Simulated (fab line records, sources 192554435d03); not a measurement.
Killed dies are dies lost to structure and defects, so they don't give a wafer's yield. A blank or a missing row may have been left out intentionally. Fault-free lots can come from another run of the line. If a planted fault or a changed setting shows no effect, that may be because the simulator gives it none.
Lot-split experiment -- flow n5Finfet -- route with 1938 steps; 7 lots, 39 wafers read

ABOUT THE SPLIT
At N5_BEOL_M8_TRENCH_ETCH_37 (etches SiCOH lowk in C4F6/O2, target depth 93.478 nm, time 31.2 s), the setting timeS was moved away from the recipe's 31.2 s on 12 of the 39 wafers read, by -27.3% to +58.1%. The other wafers ran this setting at the recipe's value.

FROM THE SPLIT TO THE READING: what the file shows between them, 11 steps
- N5_BEOL_M8_ETCH_41: etches SiCN in CH3F/O2, target depth 31.9 nm, time 57.8 s
- N5_BEOL_M8_STRIP_80: strips in N2/H2, time 10 s
- N5_BEOL_M8_OCD_MEAS_38
- N5_BEOL_M8_HM_STRIP_39: strips TiN in peroxide tin strip, target depth 25 nm, time 158 s
- N5_BEOL_M8_SRD_40: time 30 s
- N5_BEOL_M8_ECD_50: material Cu, target thk 300 nm
- N5_BEOL_M8_ANNEAL_51: time 90 s
- N5_BEOL_M8_CMP_52: polishes, stops on SiCOH lowk, t overpolish 6.9 s, target thk 80 nm
- N5_BEOL_M8_THK_MEAS_53: measures by xrf
- N5_BEOL_M8_PRE_CLEAN_55: time 15 s
- N5_BEOL_M8_DEP_56: deposits SiCN from 3MS/NH3, target thk 10 nm, time 17.5 s

THE READING
Measured at N5_BEOL_M8_RS_MEAS_57 by four-point probe: M8_RS, in ohm/sq. On this fab line, fault-free wafers typically give 0.285 ohm/sq with a standard deviation of 0.0086 ohm/sq.

wafer,"tool, chamber at the split","timeS as run, s",against the recipe,"M8_RS, ohm/sq",against lot-mates on the recipe
L075.1,"rieDiel-03, 1",31.2,recipe,0.282,-
L075.2,"rieDiel-03, 0",39.22,+25.7%,0.201,-0.080
L075.3,"rieDiel-03, 2",39.22,+25.7%,0.204,-0.077
L075.4,"rieDiel-03, 3",31.2,recipe,0.287,-
L075.5,"rieDiel-03, 0",39.22,+25.7%,0.204,-0.077
L075.6,"rieDiel-03, 1",31.2,recipe,0.275,-
L074.1,"rieDiel-04, 1",31.2,recipe,0.290,-
L074.2,"rieDiel-04, 3",31.2,recipe,0.294,-
L074.3,"rieDiel-04, 1",31.2,recipe,0.290,-
L074.4,"rieDiel-04, 3",31.2,recipe,0.305,-
L074.5,"rieDiel-04, 1",31.2,recipe,0.289,-
L074.6,"rieDiel-04, 3",31.2,recipe,0.304,-
L077.1,"rieDiel-04, 3",31.2,recipe,0.294,-
L077.2,"rieDiel-04, 0",31.2,recipe,0.278,-
L077.3,"rieDiel-04, 2",24.1,-22.8%,0.408,+0.123
L077.4,"rieDiel-04, 1",24.1,-22.8%,0.407,+0.122
L077.5,"rieDiel-04, 1",24.1,-22.8%,0.431,+0.146
L077.6,"rieDiel-04, 0",31.2,recipe,0.282,-
L082.1,"rieDiel-03, 1",31.2,recipe,0.283,-
L082.4,"rieDiel-03, 1",31.2,recipe,0.281,-
L082.5,"rieDiel-03, 3",31.2,recipe,0.285,-
L084.1,"rieDiel-04, 1",31.2,recipe,0.285,-
L084.2,"rieDiel-04, 2",49.33,+58.1%,0.158,-0.124
L084.3,"rieDiel-04, 0",31.2,recipe,0.274,-
L084.4,"rieDiel-04, 1",31.2,recipe,0.288,-
L084.5,"rieDiel-04, 2",49.33,+58.1%,0.159,-0.123
L084.6,"rieDiel-04, 0",49.33,+58.1%,0.157,-0.125
L088.1,"rieDiel-03, 0",31.2,recipe,0.284,-
L088.2,"rieDiel-03, 2",31.2,recipe,0.288,-
L088.3,"rieDiel-03, 3",31.2,recipe,0.290,-
L088.4,"rieDiel-03, 1",31.2,recipe,0.286,-
L088.5,"rieDiel-03, 3",31.2,recipe,0.291,-
L088.6,"rieDiel-03, 2",31.2,recipe,0.283,-
L095.1,"rieDiel-05, 3",22.69,-27.3%,0.463,+0.161
L095.2,"rieDiel-05, 2",31.2,recipe,0.313,-
L095.3,"rieDiel-05, 1",31.2,recipe,0.308,-
L095.4,"rieDiel-05, 0",31.2,recipe,0.285,-
L095.5,"rieDiel-05, 0",22.69,-27.3%,0.461,+0.159
L095.6,"rieDiel-05, 1",22.69,-27.3%,0.501,+0.199

FIT RESULTS
A straight line over all 39 wafers: M8_RS changes by -0.00346 ohm/sq for each +1% of timeS; r = -0.91; the points scatter about the line by 0.033 ohm/sq.
The same after taking each lot's own level away (the mean of its wafers on the recipe; 39 wafers): -0.0033 ohm/sq for each +1%; r = -0.91; scatter 0.031 ohm/sq.
According to that fit, moving timeS by its largest amount changes the reading by 0.19 ohm/sq.
The lots' own levels span 0.2813 to 0.3020 ohm/sq, that is 2.4 times the standard deviation above.
Consequently the slope shifts little with the lot-to-lot level, the two slopes agreeing.
Check: -0.19 ohm/sq against its lot-mates is what the line predicts for one of the wafers moved furthest among these (+58.1%) when that wafer is left out of the fit. It came out at -0.124 ohm/sq against them.

OTHER SPLITS ON THESE WAFERS
These wafers also went through other splits before the reading. Each is held against what the fit with the lots' levels taken away leaves over:
other split on the same wafers,wafers away from the commonest value,r with M8_RS (lot level and that fit taken away)
N5_FIN_SAQP_ALD_61 aldCycles,12,-0.03
N5_HKMG_FIN_ALD_91 aldCycles,15,-0.28
N5_MOL_CONTACT_COAG_ETCHBACK_136 targetDepthA,15,+0.36

THE WHOLE CHAIN: every reading that the file lists as answering this split, in the file's order
step,what it does,reading,change (the file's fit),r (the file's)
N5_BEOL_M8_TRENCH_ETCH_37,"etches SiCOH lowk in C4F6/O2, target depth 93.478 nm, time 31.2 s","etch.depthNm (the simulator's own value, which no gauge read)",+0.948 nm for each +1% of the setting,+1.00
N5_BEOL_M8_TRENCH_ETCH_37,"etches SiCOH lowk in C4F6/O2, target depth 93.478 nm, time 31.2 s","BEOL_M8.featureDepthNm (the simulator's own value, which no gauge read)",+0.949 nm for each +1% of the setting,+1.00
N5_BEOL_M8_TRENCH_ETCH_37,"etches SiCOH lowk in C4F6/O2, target depth 93.478 nm, time 31.2 s","TiN_of_BEOL_M8_HM_DEP_02.thkNm (the simulator's own value, which no gauge read)",-0.0267 nm for each +1% of the setting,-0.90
N5_BEOL_M8_OCD_MEAS_38,,trenchDepthNm,+0.938 nm for each +1% of the setting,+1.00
N5_BEOL_M8_CMP_52,"polishes, stops on SiCOH lowk, t overpolish 6.9 s, target thk 80 nm","Cu_of_BEOL_M8_ECD_50.thkNm (the simulator's own value, which no gauge read)",+0.937 nm for each +1% of the setting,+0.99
N5_BEOL_M8_THK_MEAS_53,measures by xrf,M8_THK,+0.944 for each +1% of the setting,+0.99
N5_BEOL_M8_RS_MEAS_57,measures by four-point-probe,M8_RS,-0.0032 for each +1% of the setting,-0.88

THE FILE'S OWN FIT
M8_RS changes by -0.0032 ohm/sq for each +1% of timeS, r = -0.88.
